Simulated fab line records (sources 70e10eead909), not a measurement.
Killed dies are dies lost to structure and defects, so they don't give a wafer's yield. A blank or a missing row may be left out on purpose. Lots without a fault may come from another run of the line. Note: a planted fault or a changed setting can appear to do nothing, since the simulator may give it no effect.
Matching of chambers | flow nand_harc | NHARC_A_CONTACT_DEP_24 on pecvd-04 has 3 sister chambers
The step deposits SiO2, target thk 500 nm. 3 wafers are shown with their chamber, then 8 later ones without.

WAFERS, EACH WITH ITS CHAMBER
wafer  | chamber | throttle_valve_pct (%)
L078.6 | 2       | 15.2
L091.1 | 0       | 16.4
L092.1 | 1       | 15.9

WAFERS WHOSE CHAMBER IS MISSING
wafer  | throttle_valve_pct (%)
L092.4 | 15.2
L092.6 | 16.7
L093.2 | 15.7
L093.3 | 15.3
L093.6 | 16.4
L096.1 | 15.2
L096.2 | 16.6
L096.4 | 16.5

THE CHAMBER EACH PASSED THROUGH
wafer  | from the rows above     | in truth
L092.4 | 2                       | 2
L092.6 | 0                       | 0
L093.2 | can't be placed: 1 or 2 | 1
L093.3 | 2                       | 2
L093.6 | 0                       | 0
L096.1 | 2                       | 2
L096.2 | 0                       | 0
L096.4 | 0                       | 0
7 of 8 placed correctly. Cannot be placed on the basis of these rows: 1; the candidates contain the true chamber in 1. Placed wrongly: 0.
How it was worked out, from the rows above alone: a wafer's distance from a chamber is the root of the sum, over the readings, of the square of ((its reading less the chamber's mean) divided by the reading's scatter). The wafer belongs to the nearest chamber; if the next one is less than 2 further off, it can't be placed. For every chamber, the mean is computed from those of its wafers that are shown. The scatter: root of mean squared gap, hidden wafer to nearest shown wafer, with one shown wafer a chamber.
